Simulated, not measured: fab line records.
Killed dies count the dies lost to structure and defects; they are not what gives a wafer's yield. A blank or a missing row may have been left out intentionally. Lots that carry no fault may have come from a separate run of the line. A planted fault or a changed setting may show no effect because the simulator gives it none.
Chamber matching :: flow n5_finfet :: 4 sister chambers for N5_BEOL_M6_ALD_77 on ald_metal-04
The step deposits TaN, target thk 2 nm, pulse time 2 s, purge time 3 s. 4 wafers are shown with their chamber, then 12 later ones without.

EACH WAFER AND ITS CHAMBER
wafer: L087.4
chamber: 0
heater_power_w (W): 428

wafer: L091.2
chamber: 2
heater_power_w (W): 429

wafer: L091.3
chamber: 1
heater_power_w (W): 415

wafer: L091.4
chamber: 3
heater_power_w (W): 376

WAFERS WITH NO CHAMBER GIVEN
wafer: L094.2
heater_power_w (W): 403

wafer: L094.5
heater_power_w (W): 428

wafer: L094.6
heater_power_w (W): 444

wafer: L093.2
heater_power_w (W): 418

wafer: L093.4
heater_power_w (W): 392

wafer: L093.6
heater_power_w (W): 419

wafer: L096.1
heater_power_w (W): 427

wafer: L096.2
heater_power_w (W): 431

wafer: L096.3
heater_power_w (W): 386

wafer: L097.1
heater_power_w (W): 429

wafer: L097.4
heater_power_w (W): 429

wafer: L097.5
heater_power_w (W): 426

WHICH CHAMBER EACH WENT THROUGH
wafer: L094.2
from the rows above: can't be placed: 1 or 0 or 2 or 3
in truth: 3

wafer: L094.5
from the rows above: can't be placed: 0 or 2 or 1
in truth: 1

wafer: L094.6
from the rows above: can't be placed: 2 or 0 or 1
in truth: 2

wafer: L093.2
from the rows above: can't be placed: 1 or 0 or 2
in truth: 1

wafer: L093.4
from the rows above: can't be placed: 3 or 1
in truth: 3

wafer: L093.6
from the rows above: can't be placed: 1 or 0 or 2
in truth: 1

wafer: L096.1
from the rows above: can't be placed: 0 or 2 or 1
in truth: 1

wafer: L096.2
from the rows above: can't be placed: 2 or 0 or 1
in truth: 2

wafer: L096.3
from the rows above: 3
in truth: 3

wafer: L097.1
from the rows above: can't be placed: 2 or 0 or 1
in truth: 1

wafer: L097.4
from the rows above: can't be placed: 2 or 0 or 1
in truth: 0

wafer: L097.5
from the rows above: can't be placed: 0 or 2 or 1
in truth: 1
1 of 12 placed correctly. Not placeable from these rows: 11 (in 11, the candidates include the true chamber). 0 placed wrongly.
How it was worked out, from the rows above alone: a wafer's distance from a chamber is the root of the sum, over the readings, of the square of ((its reading less the chamber's mean) divided by the reading's scatter). The wafer belongs to the nearest chamber; if the next one is less than 2 further off, it can't be placed. For every chamber, the mean is computed from those of its wafers that are shown. The scatter: with one shown wafer a chamber, the root of the mean of the squares of how far each hidden wafer lies from its nearest shown one.
